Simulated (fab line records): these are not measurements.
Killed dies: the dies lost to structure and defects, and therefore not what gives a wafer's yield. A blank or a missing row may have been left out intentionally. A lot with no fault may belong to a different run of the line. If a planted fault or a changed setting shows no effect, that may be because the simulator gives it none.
Chamber matching ; flow n5 finfet ; N5_HKMG_FIN_ETCH_31 on rie diel-06: 4 sister chambers
The step etches SiARC in CF4, target depth 45.5 nm, time 75.8 s. 14 wafers are shown with their chamber, then 7 later ones without.

## WAFERS, EACH WITH ITS CHAMBER
wafer;chamber;throttle valve pct (%);showerhead plenum p Torr (Torr);etch rf on time s (s)
L074.1;3;15.79;2.16;71.5
L074.3;0;15.40;2.17;80.3
L074.5;1;15.66;2.14;81.8
L075.2;2;15.18;2.22;73.8
L075.4;2;15.16;2.22;73.5
L075.6;2;15.17;2.22;73.1
L081.1;2;15.17;2.22;74.7
L081.5;0;15.42;2.16;79.2
L081.6;3;15.82;2.15;72.5
L082.1;0;15.43;2.16;79.7
L082.3;3;15.83;2.15;72.0
L082.5;0;15.44;2.16;79.5
L085.1;0;15.44;2.16;80.1
L085.2;3;15.84;2.15;73.1

SIGNATURES (averages over the wafers above)
reading;chamber 0;chamber 1;chamber 2;chamber 3;scatter within a chamber
throttle valve pct;15.4260;15.6600;15.1700;15.8200;0.0165
showerhead plenum p Torr;2.1620;2.1400;2.2200;2.1525;0.00394
etch rf on time s;79.760;81.800;73.775;72.275;0.599
Rule: distance of a wafer from a chamber = root of the sum over the readings of ((wafer's reading minus chamber's mean) / reading's scatter) squared. The wafer belongs to the nearest chamber; if the next one is less than 2 further off, it can't be placed. The scatter: take each reading less its chamber's mean, square it, sum over the shown wafers, divide by the number of wafers less the number of chambers, and take the root.

## WAFERS WITHOUT THEIR CHAMBER
wafer;throttle valve pct (%);showerhead plenum p Torr (Torr);etch rf on time s (s)
L085.6;15.86;2.15;72.5
L088.3;15.21;2.22;72.9
L088.5;15.45;2.16;79.5
L088.6;15.85;2.14;72.8
L092.1;15.21;2.21;73.2
L092.2;15.74;2.13;81.6
L092.3;15.86;2.14;72.8

## CHAMBER TAKEN BY EACH
wafer;from the rows above;in truth
L085.6;3;3
L088.3;2;2
L088.5;0;0
L088.6;3;3
L092.1;2;2
L092.2;1;1
L092.3;3;3
Correct placement for 7 of the 7. Can't be placed from these rows: 0. 0 placed wrongly.
